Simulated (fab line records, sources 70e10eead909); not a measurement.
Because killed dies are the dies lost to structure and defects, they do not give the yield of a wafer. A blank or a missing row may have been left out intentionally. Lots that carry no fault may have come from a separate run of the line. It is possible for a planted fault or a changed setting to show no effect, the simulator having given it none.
The tool behind it: which one? / flow nand_harc / Sampling: 24 lots, 72 wafers, 5 of 1302 route steps

## WHAT THE GAUGES READ, wafer by wafer
NHARC_P_BONDPAD_CD_MEAS_09 targets a cd of 500 nm.
lot=L074; measured=day 6 22:32; on=cd_sem-02; cd_nm (nm)=501.7 501.1 502.2
lot=L076; measured=day 7 14:13; on=cd_sem-01; cd_nm (nm)=501.4 499.3 502.1
lot=L075; measured=day 7 14:58; on=cd_sem-03; cd_nm (nm)=497.1 497.1 496.4
lot=L077; measured=day 8 00:41; on=cd_sem-02; cd_nm (nm)=501.6 502.4 498.7
lot=L078; measured=day 8 05:22; on=cd_sem-02; cd_nm (nm)=500.5 500.3 498.2
lot=L079; measured=day 8 21:32; on=cd_sem-02; cd_nm (nm)=498.4 500.9 501.0
lot=L080; measured=day 9 02:07; on=cd_sem-02; cd_nm (nm)=501.3 498.9 502.7
lot=L081; measured=day 9 12:08; on=cd_sem-03; cd_nm (nm)=500.8 499.6 499.7
lot=L082; measured=day 9 19:49; on=cd_sem-02; cd_nm (nm)=499.3 500.2 498.0
lot=L083; measured=day 10 12:20; on=cd_sem-02; cd_nm (nm)=501.9 501.3 499.1
lot=L084; measured=day 10 15:38; on=cd_sem-02; cd_nm (nm)=499.7 496.1 502.1
lot=L085; measured=day 10 23:47; on=cd_sem-03; cd_nm (nm)=497.1 499.2 502.6
lot=L086; measured=day 11 14:50; on=cd_sem-02; cd_nm (nm)=500.3 501.1 499.2
lot=L087; measured=day 11 21:21; on=cd_sem-02; cd_nm (nm)=499.3 501.7 500.2
lot=L088; measured=day 12 15:05; on=cd_sem-01; cd_nm (nm)=498.9 502.0 500.7
lot=L089; measured=day 12 15:28; on=cd_sem-03; cd_nm (nm)=496.9 492.6 499.9
lot=L090; measured=day 13 06:08; on=cd_sem-01; cd_nm (nm)=498.0 497.7 502.0
lot=L091; measured=day 13 16:34; on=cd_sem-03; cd_nm (nm)=497.5 502.2 498.7
lot=L092; measured=day 14 04:42; on=cd_sem-01; cd_nm (nm)=498.3 497.7 497.4
lot=L093; measured=day 14 12:16; on=cd_sem-02; cd_nm (nm)=501.3 498.0 502.2
lot=L094; measured=day 14 23:25; on=cd_sem-02; cd_nm (nm)=498.2 500.5 498.3
lot=L095; measured=day 15 06:43; on=cd_sem-01; cd_nm (nm)=498.5 499.5 494.5
lot=L096; measured=day 15 19:19; on=cd_sem-01; cd_nm (nm)=498.0 502.8 500.5
lot=L097; measured=day 16 02:53; on=cd_sem-01; cd_nm (nm)=499.3 497.5 497.7

## WHICH TOOL RAN EACH LOT (tool, then ch and the chambers of the sampled wafers, then the start)
lot=L074; NHARC_P_M2_ETCH_28=rie_diel-10 ch 0,1,2, day 6 19:20 or earlier; NHARC_P_M2_DEGAS_29=pvd_sputter-01, day 6 19:20; NHARC_P_M2_CMP_23=cmp-04 ch 0,1,3, day 6 20:25; NHARC_P_BONDPAD_CMP_32=cmp-02 ch 0,2,3, day 6 21:51
lot=L076; NHARC_P_M2_ETCH_28=rie_diel-04 ch 1,2, day 7 10:53 or earlier; NHARC_P_M2_DEGAS_29=pvd_sputter-02, day 7 10:53; NHARC_P_M2_CMP_23=cmp-02 ch 0,1, day 7 11:59; NHARC_P_BONDPAD_CMP_32=cmp-01 ch 0,3, day 7 13:24
lot=L075; NHARC_P_M2_ETCH_28=rie_diel-12 ch 1,2,3, day 7 11:38 or earlier; NHARC_P_M2_DEGAS_29=pvd_sputter-03, day 7 11:38; NHARC_P_M2_CMP_23=cmp-01 ch 0,2,3, day 7 12:43; NHARC_P_BONDPAD_CMP_32=cmp-01 ch 0,2, day 7 14:11
lot=L077; NHARC_P_M2_ETCH_28=rie_diel-10 ch 0,1,2, day 7 21:17 or earlier; NHARC_P_M2_DEGAS_29=pvd_sputter-03, day 7 21:17; NHARC_P_M2_CMP_23=cmp-02 ch 0,2,3, day 7 22:29; NHARC_P_BONDPAD_CMP_32=cmp-02 ch 1,2,3, day 7 23:55
lot=L078; NHARC_P_M2_ETCH_28=rie_diel-04 ch 0,1,2, day 8 02:05 or earlier; NHARC_P_M2_DEGAS_29=pvd_sputter-01, day 8 02:05; NHARC_P_M2_CMP_23=cmp-04 ch 1,3, day 8 03:14; NHARC_P_BONDPAD_CMP_32=cmp-02 ch 0,1, day 8 04:39
lot=L079; NHARC_P_M2_ETCH_28=rie_diel-12 ch 0,1,3, day 8 18:12 or earlier; NHARC_P_M2_DEGAS_29=pvd_sputter-01, day 8 18:12; NHARC_P_M2_CMP_23=cmp-02 ch 1,2, day 8 19:17; NHARC_P_BONDPAD_CMP_32=cmp-03 ch 0,2,3, day 8 20:44
lot=L080; NHARC_P_M2_ETCH_28=rie_diel-04 ch 2,3, day 8 22:35 or earlier; NHARC_P_M2_DEGAS_29=pvd_sputter-01, day 8 22:35; NHARC_P_M2_CMP_23=cmp-01 ch 2,3, day 8 23:39; NHARC_P_BONDPAD_CMP_32=cmp-01 ch 2,3, day 9 01:17
lot=L081; NHARC_P_M2_ETCH_28=rie_diel-12 ch 1,3, day 9 08:47 or earlier; NHARC_P_M2_DEGAS_29=pvd_sputter-02, day 9 08:47; NHARC_P_M2_CMP_23=cmp-04 ch 2,3, day 9 09:51; NHARC_P_BONDPAD_CMP_32=cmp-02 ch 0,1,3, day 9 11:22
lot=L082; NHARC_P_M2_ETCH_28=rie_diel-10 ch 0,2,3, day 9 16:28 or earlier; NHARC_P_M2_DEGAS_29=pvd_sputter-01, day 9 16:28; NHARC_P_M2_CMP_23=cmp-02 ch 1,2,3, day 9 17:36; NHARC_P_BONDPAD_CMP_32=cmp-03 ch 0,2,3, day 9 19:01
lot=L083; NHARC_P_M2_ETCH_28=rie_diel-12 ch 0,2,3, day 10 09:00 or earlier; NHARC_P_M2_DEGAS_29=pvd_sputter-03, day 10 09:00; NHARC_P_M2_CMP_23=cmp-04 ch 0,3, day 10 10:07; NHARC_P_BONDPAD_CMP_32=cmp-03 ch 0,3, day 10 11:33
lot=L084; NHARC_P_M2_ETCH_28=rie_diel-10 ch 0,3, day 10 12:17 or earlier; NHARC_P_M2_DEGAS_29=pvd_sputter-03, day 10 12:17; NHARC_P_M2_CMP_23=cmp-04 ch 0,2,3, day 10 13:22; NHARC_P_BONDPAD_CMP_32=cmp-02 ch 2,3, day 10 14:49
lot=L085; NHARC_P_M2_ETCH_28=rie_diel-10 ch 0,2, day 10 20:16 or earlier; NHARC_P_M2_DEGAS_29=pvd_sputter-01, day 10 20:16; NHARC_P_M2_CMP_23=cmp-01 ch 1,2,3, day 10 21:21; NHARC_P_BONDPAD_CMP_32=cmp-02 ch 2,3, day 10 22:58
lot=L086; NHARC_P_M2_ETCH_28=rie_diel-12 ch 0,1,2, day 11 11:26 or earlier; NHARC_P_M2_DEGAS_29=pvd_sputter-03, day 11 11:26; NHARC_P_M2_CMP_23=cmp-01 ch 0,1,2, day 11 12:35; NHARC_P_BONDPAD_CMP_32=cmp-02 ch 0,1,2, day 11 14:11
lot=L087; NHARC_P_M2_ETCH_28=rie_diel-04 ch 0,1,3, day 11 18:02 or earlier; NHARC_P_M2_DEGAS_29=pvd_sputter-02, day 11 18:02; NHARC_P_M2_CMP_23=cmp-01 ch 0,1,2, day 11 19:08; NHARC_P_BONDPAD_CMP_32=cmp-01 ch 1,2,3, day 11 20:32
lot=L088; NHARC_P_M2_ETCH_28=rie_diel-10 ch 0,3, day 12 11:44 or earlier; NHARC_P_M2_DEGAS_29=pvd_sputter-03, day 12 11:44; NHARC_P_M2_CMP_23=cmp-01 ch 0,1,2, day 12 12:52; NHARC_P_BONDPAD_CMP_32=cmp-02 ch 0,2, day 12 14:16
lot=L089; NHARC_P_M2_ETCH_28=rie_diel-04 ch 0,2,3, day 12 11:53 or earlier; NHARC_P_M2_DEGAS_29=pvd_sputter-02, day 12 11:53; NHARC_P_M2_CMP_23=cmp-04 ch 0,2, day 12 13:04; NHARC_P_BONDPAD_CMP_32=cmp-02 ch 0,1,3, day 12 14:40
lot=L090; NHARC_P_M2_ETCH_28=rie_diel-04 ch 0,1,2, day 13 02:53 or earlier; NHARC_P_M2_DEGAS_29=pvd_sputter-03, day 13 02:53; NHARC_P_M2_CMP_23=cmp-04 ch 0,2,3, day 13 03:58; NHARC_P_BONDPAD_CMP_32=cmp-01 ch 0,1,2, day 13 05:27
lot=L091; NHARC_P_M2_ETCH_28=rie_diel-10 ch 2,3, day 13 13:15 or earlier; NHARC_P_M2_DEGAS_29=pvd_sputter-01, day 13 13:15; NHARC_P_M2_CMP_23=cmp-01 ch 1,3, day 13 14:20; NHARC_P_BONDPAD_CMP_32=cmp-01 ch 0,1,3, day 13 15:47
lot=L092; NHARC_P_M2_ETCH_28=rie_diel-12 ch 0,1,2, day 14 01:29 or earlier; NHARC_P_M2_DEGAS_29=pvd_sputter-03, day 14 01:29; NHARC_P_M2_CMP_23=cmp-01 ch 0,2,3, day 14 02:36; NHARC_P_BONDPAD_CMP_32=cmp-02 ch 0,2,3, day 14 04:00
lot=L093; NHARC_P_M2_ETCH_28=rie_diel-04 ch 0,1,2, day 14 08:53 or earlier; NHARC_P_M2_DEGAS_29=pvd_sputter-01, day 14 08:53; NHARC_P_M2_CMP_23=cmp-02 ch 0,2,3, day 14 10:03; NHARC_P_BONDPAD_CMP_32=cmp-01 ch 0,1,2, day 14 11:26
lot=L094; NHARC_P_M2_ETCH_28=rie_diel-10 ch 0,2,3, day 14 20:11 or earlier; NHARC_P_M2_DEGAS_29=pvd_sputter-01, day 14 20:11; NHARC_P_M2_CMP_23=cmp-04 ch 1,3, day 14 21:17; NHARC_P_BONDPAD_CMP_32=cmp-02 ch 0,2,3, day 14 22:44
lot=L095; NHARC_P_M2_ETCH_28=rie_diel-12 ch 1,2, day 15 03:24 or earlier; NHARC_P_M2_DEGAS_29=pvd_sputter-02, day 15 03:24; NHARC_P_M2_CMP_23=cmp-01 ch 2,3, day 15 04:29; NHARC_P_BONDPAD_CMP_32=cmp-02 ch 1,2,3, day 15 05:55
lot=L096; NHARC_P_M2_ETCH_28=rie_diel-04 ch 0,1,3, day 15 15:58 or earlier; NHARC_P_M2_DEGAS_29=pvd_sputter-01, day 15 15:58; NHARC_P_M2_CMP_23=cmp-02 ch 0,3, day 15 17:05; NHARC_P_BONDPAD_CMP_32=cmp-01 ch 1,2,3, day 15 18:34
lot=L097; NHARC_P_M2_ETCH_28=rie_diel-10 ch 0,1,3, day 15 23:32 or earlier; NHARC_P_M2_DEGAS_29=pvd_sputter-02, day 15 23:32; NHARC_P_M2_CMP_23=cmp-02 ch 1,2,3, day 16 00:38; NHARC_P_BONDPAD_CMP_32=cmp-01 ch 0,1,2, day 16 02:04
- NHARC_P_M2_ETCH_28: etches the open film in CF4/N2, target depth 30 nm, time 72.99 s.
- NHARC_P_M2_DEGAS_29: time 60 s.
- NHARC_P_M2_CMP_23: polishes, t overpolish 20 s, target thk 144.3 nm.
- NHARC_P_BONDPAD_CMP_32: polishes SiCN, target thk 200 nm.

## AS READ BY THE TOOLS THEMSELVES (means over the sampled wafers that have a number; for cases with no such wafer, the mark the record gives instead)
NHARC_P_M2_ETCH_28.
lot=L074; tool=rie_diel-10; drypump_motor_current_A (A)=5.4; mfc_ar_sccm (sccm)=149.6; oes_product_au (a.u.)=0.995; rf_vpp_V (V)=313.5; showerhead_plenum_p_Torr (Torr)=2.61; throttle_valve_pct (%)=19.791
lot=L076; tool=rie_diel-04; drypump_motor_current_A (A)=5.4; mfc_ar_sccm (sccm)=150.0; oes_product_au (a.u.)=0.997; rf_vpp_V (V)=313.6; showerhead_plenum_p_Torr (Torr)=2.59; throttle_valve_pct (%)=19.790
lot=L075; tool=rie_diel-12; drypump_motor_current_A (A)=5.5; mfc_ar_sccm (sccm)=150.2; oes_product_au (a.u.)=1.013; rf_vpp_V (V)=314.3; showerhead_plenum_p_Torr (Torr)=2.63; throttle_valve_pct (%)=19.800
lot=L077; tool=rie_diel-10; drypump_motor_current_A (A)=5.4; mfc_ar_sccm (sccm)=149.8; oes_product_au (a.u.)=0.990; rf_vpp_V (V)=313.9; showerhead_plenum_p_Torr (Torr)=2.60; throttle_valve_pct (%)=19.797
lot=L078; tool=rie_diel-04; drypump_motor_current_A (A)=5.8; mfc_ar_sccm (sccm)=149.9; oes_product_au (a.u.)=0.996; rf_vpp_V (V)=314.4; showerhead_plenum_p_Torr (Torr)=2.62; throttle_valve_pct (%)=19.801
lot=L079; tool=rie_diel-12; drypump_motor_current_A (A)=5.4; mfc_ar_sccm (sccm)=149.9; oes_product_au (a.u.)=1.007; rf_vpp_V (V)=315.5; showerhead_plenum_p_Torr (Torr)=2.69; throttle_valve_pct (%)=19.798
lot=L080; tool=rie_diel-04; drypump_motor_current_A (A)=6.0; mfc_ar_sccm (sccm)=149.5; oes_product_au (a.u.)=0.990; rf_vpp_V (V)=314.3; showerhead_plenum_p_Torr (Torr)=2.66; throttle_valve_pct (%)=19.793
lot=L081; tool=rie_diel-12; drypump_motor_current_A (A)=5.7; mfc_ar_sccm (sccm)=150.4; oes_product_au (a.u.)=1.011; rf_vpp_V (V)=315.1; showerhead_plenum_p_Torr (Torr)=2.67; throttle_valve_pct (%)=19.799
lot=L082; tool=rie_diel-10; drypump_motor_current_A (A)=5.6; mfc_ar_sccm (sccm)=149.6; oes_product_au (a.u.)=0.996; rf_vpp_V (V)=315.3; showerhead_plenum_p_Torr (Torr)=2.66; throttle_valve_pct (%)=19.794
lot=L083; tool=rie_diel-12; drypump_motor_current_A (A)=5.2; mfc_ar_sccm (sccm)=149.6; oes_product_au (a.u.)=1.012; rf_vpp_V (V)=314.2; showerhead_plenum_p_Torr (Torr)=2.65; throttle_valve_pct (%)=19.788
lot=L084; tool=rie_diel-10; drypump_motor_current_A (A)=5.8; mfc_ar_sccm (sccm)=150.4; oes_product_au (a.u.)=0.987; rf_vpp_V (V)=316.4; showerhead_plenum_p_Torr (Torr)=2.66; throttle_valve_pct (%)=19.791
lot=L085; tool=rie_diel-10; drypump_motor_current_A (A)=5.4; mfc_ar_sccm (sccm)=150.3; oes_product_au (a.u.)=1.000; rf_vpp_V (V)=314.5; showerhead_plenum_p_Torr (Torr)=2.66; throttle_valve_pct (%)=19.792
lot=L086; tool=rie_diel-12; drypump_motor_current_A (A)=5.5; mfc_ar_sccm (sccm)=150.2; oes_product_au (a.u.)=1.015; rf_vpp_V (V)=313.9; showerhead_plenum_p_Torr (Torr)=2.64; throttle_valve_pct (%)=19.799
lot=L087; tool=rie_diel-04; drypump_motor_current_A (A)=5.6; mfc_ar_sccm (sccm)=149.9; oes_product_au (a.u.)=1.009; rf_vpp_V (V)=313.3; showerhead_plenum_p_Torr (Torr)=2.58; throttle_valve_pct (%)=19.798
lot=L088; tool=rie_diel-10; drypump_motor_current_A (A)=5.6; mfc_ar_sccm (sccm)=151.1; oes_product_au (a.u.)=0.997; rf_vpp_V (V)=312.1; showerhead_plenum_p_Torr (Torr)=2.57; throttle_valve_pct (%)=19.800
lot=L089; tool=rie_diel-04; drypump_motor_current_A (A)=6.1; mfc_ar_sccm (sccm)=150.3; oes_product_au (a.u.)=1.003; rf_vpp_V (V)=314.8; showerhead_plenum_p_Torr (Torr)=2.65; throttle_valve_pct (%)=19.798
lot=L090; tool=rie_diel-04; drypump_motor_current_A (A)=5.7; mfc_ar_sccm (sccm)=150.2; oes_product_au (a.u.)=1.001; rf_vpp_V (V)=314.1; showerhead_plenum_p_Torr (Torr)=2.61; throttle_valve_pct (%)=19.798
lot=L091; tool=rie_diel-10; drypump_motor_current_A (A)=5.8; mfc_ar_sccm (sccm)=150.2; oes_product_au (a.u.)=0.999; rf_vpp_V (V)=316.0; showerhead_plenum_p_Torr (Torr)=2.76; throttle_valve_pct (%)=19.801
lot=L092; tool=rie_diel-12; drypump_motor_current_A (A)=5.5; mfc_ar_sccm (sccm)=150.2; oes_product_au (a.u.)=1.015; rf_vpp_V (V)=314.5; showerhead_plenum_p_Torr (Torr)=2.64; throttle_valve_pct (%)=19.784
lot=L093; tool=rie_diel-04; drypump_motor_current_A (A)=5.7; mfc_ar_sccm (sccm)=149.3; oes_product_au (a.u.)=1.007; rf_vpp_V (V)=315.1; showerhead_plenum_p_Torr (Torr)=2.61; throttle_valve_pct (%)=19.795
lot=L094; tool=rie_diel-10; drypump_motor_current_A (A)=5.6; mfc_ar_sccm (sccm)=149.9; oes_product_au (a.u.)=1.001; rf_vpp_V (V)=314.5; showerhead_plenum_p_Torr (Torr)=2.66; throttle_valve_pct (%)=19.791
lot=L095; tool=rie_diel-12; drypump_motor_current_A (A)=5.5; mfc_ar_sccm (sccm)=150.2; oes_product_au (a.u.)=1.014; rf_vpp_V (V)=312.9; showerhead_plenum_p_Torr (Torr)=2.59; throttle_valve_pct (%)=19.798
lot=L096; tool=rie_diel-04; drypump_motor_current_A (A)=5.6; mfc_ar_sccm (sccm)=150.4; oes_product_au (a.u.)=0.997; rf_vpp_V (V)=312.1; showerhead_plenum_p_Torr (Torr)=2.57; throttle_valve_pct (%)=19.793
lot=L097; tool=rie_diel-10; drypump_motor_current_A (A)=5.6; mfc_ar_sccm (sccm)=150.0; oes_product_au (a.u.)=0.990; rf_vpp_V (V)=313.8; showerhead_plenum_p_Torr (Torr)=2.60; throttle_valve_pct (%)=19.803

NHARC_P_M2_DEGAS_29.
lot=L074; tool=pvd_sputter-01; heater_power_w (W)=314
lot=L076; tool=pvd_sputter-02; heater_power_w (W)=335
lot=L075; tool=pvd_sputter-03; heater_power_w (W)=334
lot=L077; tool=pvd_sputter-03; heater_power_w (W)=349
lot=L078; tool=pvd_sputter-01; heater_power_w (W)=322
lot=L079; tool=pvd_sputter-01; heater_power_w (W)=307
lot=L080; tool=pvd_sputter-01; heater_power_w (W)=318
lot=L081; tool=pvd_sputter-02; heater_power_w (W)=332
lot=L082; tool=pvd_sputter-01; heater_power_w (W)=317
lot=L083; tool=pvd_sputter-03; heater_power_w (W)=357
lot=L084; tool=pvd_sputter-03; heater_power_w (W)=333
lot=L085; tool=pvd_sputter-01; heater_power_w (W)=311
lot=L086; tool=pvd_sputter-03; heater_power_w (W)=321
lot=L087; tool=pvd_sputter-02; heater_power_w (W)=328
lot=L088; tool=pvd_sputter-03; heater_power_w (W)=336
lot=L089; tool=pvd_sputter-02; heater_power_w (W)=320
lot=L090; tool=pvd_sputter-03; heater_power_w (W)=325
lot=L091; tool=pvd_sputter-01; heater_power_w (W)=300
lot=L092; tool=pvd_sputter-03; heater_power_w (W)=346
lot=L093; tool=pvd_sputter-01; heater_power_w (W)=327
lot=L094; tool=pvd_sputter-01; heater_power_w (W)=323
lot=L095; tool=pvd_sputter-02; heater_power_w (W)=333
lot=L096; tool=pvd_sputter-01; heater_power_w (W)=338
lot=L097; tool=pvd_sputter-02; heater_power_w (W)=325

NHARC_P_M2_CMP_23.
lot=L074; tool=cmp-04; motor_current_A (A)=11.6; time_to_endpoint_s (s)=29
lot=L076; tool=cmp-02; motor_current_A (A)=12.5; time_to_endpoint_s (s)=33
lot=L075; tool=cmp-01; motor_current_A (A)=10.4; time_to_endpoint_s (s)=26
lot=L077; tool=cmp-02; motor_current_A (A)=12.3; time_to_endpoint_s (s)=30
lot=L078; tool=cmp-04; motor_current_A (A)=11.5; time_to_endpoint_s (s)=32
lot=L079; tool=cmp-02; motor_current_A (A)=12.4; time_to_endpoint_s (s)=27
lot=L080; tool=cmp-01; motor_current_A (A)=11.0; time_to_endpoint_s (s)=27
lot=L081; tool=cmp-04; motor_current_A (A)=12.3; time_to_endpoint_s (s)=24
lot=L082; tool=cmp-02; motor_current_A (A)=12.4; time_to_endpoint_s (s)=25
lot=L083; tool=cmp-04; motor_current_A (A)=11.3; time_to_endpoint_s (s)=26
lot=L084; tool=cmp-04; motor_current_A (A)=12.0; time_to_endpoint_s (s)=24
lot=L085; tool=cmp-01; motor_current_A (A)=10.9; time_to_endpoint_s (s)=32
lot=L086; tool=cmp-01; motor_current_A (A)=10.0; time_to_endpoint_s (s)=29
lot=L087; tool=cmp-01; motor_current_A (A)=10.0; time_to_endpoint_s (s)=28
lot=L088; tool=cmp-01; motor_current_A (A)=10.2; time_to_endpoint_s (s)=30
lot=L089; tool=cmp-04; motor_current_A (A)=12.6; time_to_endpoint_s (s)=25
lot=L090; tool=cmp-04; motor_current_A (A)=11.4; time_to_endpoint_s (s)=25
lot=L091; tool=cmp-01; motor_current_A (A)=10.4; time_to_endpoint_s (s)=31
lot=L092; tool=cmp-01; motor_current_A (A)=10.3; time_to_endpoint_s (s)=32
lot=L093; tool=cmp-02; motor_current_A (A)=12.7; time_to_endpoint_s (s)=29
lot=L094; tool=cmp-04; motor_current_A (A)=11.8; time_to_endpoint_s (s)=29
lot=L095; tool=cmp-01; motor_current_A (A)=11.1; time_to_endpoint_s (s)=30
lot=L096; tool=cmp-02; motor_current_A (A)=12.4; time_to_endpoint_s (s)=28
lot=L097; tool=cmp-02; motor_current_A (A)=12.8; time_to_endpoint_s (s)=25

NHARC_P_BONDPAD_CMP_32.
lot=L074; tool=cmp-02; motor_current_A (A)=12.5
lot=L076; tool=cmp-01; motor_current_A (A)=10.2
lot=L075; tool=cmp-01; motor_current_A (A)=10.1
lot=L077; tool=cmp-02; motor_current_A (A)=12.7
lot=L078; tool=cmp-02; motor_current_A (A)=13.6
lot=L079; tool=cmp-03; motor_current_A (A)=11.4
lot=L080; tool=cmp-01; motor_current_A (A)=10.9
lot=L081; tool=cmp-02; motor_current_A (A)=12.4
lot=L082; tool=cmp-03; motor_current_A (A)=11.6
lot=L083; tool=cmp-03; motor_current_A (A)=11.3
lot=L084; tool=cmp-02; motor_current_A (A)=12.3
lot=L085; tool=cmp-02; motor_current_A (A)=12.3
lot=L086; tool=cmp-02; motor_current_A (A)=12.4
lot=L087; tool=cmp-01; motor_current_A (A)=10.5
lot=L088; tool=cmp-02; motor_current_A (A)=12.7
lot=L089; tool=cmp-02; motor_current_A (A)=12.5
lot=L090; tool=cmp-01; motor_current_A (A)=10.3
lot=L091; tool=cmp-01; motor_current_A (A)=10.0
lot=L092; tool=cmp-02; motor_current_A (A)=12.3
lot=L093; tool=cmp-01; motor_current_A (A)=10.2
lot=L094; tool=cmp-02; motor_current_A (A)=12.3
lot=L095; tool=cmp-02; motor_current_A (A)=12.4
lot=L096; tool=cmp-01; motor_current_A (A)=10.7
lot=L097; tool=cmp-01; motor_current_A (A)=10.4

## THE ANSWER, worked out from the rows above alone
Rule: usual is defined by the lots themselves. The widest of any qualifying gaps counts: lots, ordered by their means at a reading, are off when they make up no more than a third of the lots, leave a main group of 4 or more, and stand apart from it by 3 or more times the standard deviation of that group's means. A main group is skipped when, at the precision printed for the reading in the tables above, its means are all equal. A lot without any number at a reading at which 4 lots or more have one is off too. All remaining lots with rows at the step are treated as sound. The gauges are gone through in route order, then the tools' own readings, and for those a lot's mean is taken as printed above. The first step at which some lot is off is used, and at that step the reading that is off furthest; a lot without a number counts as furthest.
Nothing can be told from this: no lot is off at any reading shown.

## WHAT WAS PUT IN BY THE SIMULATOR
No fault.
